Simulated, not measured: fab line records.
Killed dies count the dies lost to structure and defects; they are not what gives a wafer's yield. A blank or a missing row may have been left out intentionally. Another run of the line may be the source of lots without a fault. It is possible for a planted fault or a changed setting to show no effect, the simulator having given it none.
Chamber matching ; flow n5_finfet ; N5_BEOL_M3_ETCH_69 on rie_diel-06: 4 sister chambers
The step etches SiARC in CF4, target depth 15.6 nm, time 26 s. 4 wafers are shown with their chamber, then 9 later ones without.

== WAFERS, EACH WITH ITS CHAMBER ==
wafer;chamber;drypump_motor_current_A (A)
L078.1;0;5.7
L082.3;3;6.5
L082.4;2;6.5
L082.5;1;5.5

== WAFERS MISSING THEIR CHAMBER ==
wafer;drypump_motor_current_A (A)
L085.2;5.5
L085.4;6.5
L085.5;6.5
L091.1;6.5
L091.2;6.6
L091.5;5.5
L093.1;5.7
L093.2;6.5
L093.5;6.6

== EACH ONE'S CHAMBER ==
wafer;from the rows above;in truth
L085.2;1;1
L085.4;can't be placed: 2 or 3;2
L085.5;can't be placed: 2 or 3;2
L091.1;can't be placed: 2 or 3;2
L091.2;can't be placed: 2 or 3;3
L091.5;1;1
L093.1;0;0
L093.2;can't be placed: 2 or 3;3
L093.5;can't be placed: 2 or 3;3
Correctly placed: 3 of 9. From these rows, 6 cannot be placed; in 6 the true chamber is one of the candidates. Number placed wrongly: 0.
How it was worked out, from the rows above alone: a wafer's distance from a chamber is the root of the sum, over the readings, of the square of ((its reading less the chamber's mean) divided by the reading's scatter). The wafer belongs to the nearest chamber; if the next one is less than 2 further off, it can't be placed. Each chamber's mean is taken over the wafers shown for it. The scatter: with one shown wafer a chamber, the root of the mean of the squares of how far each hidden wafer lies from its nearest shown one.
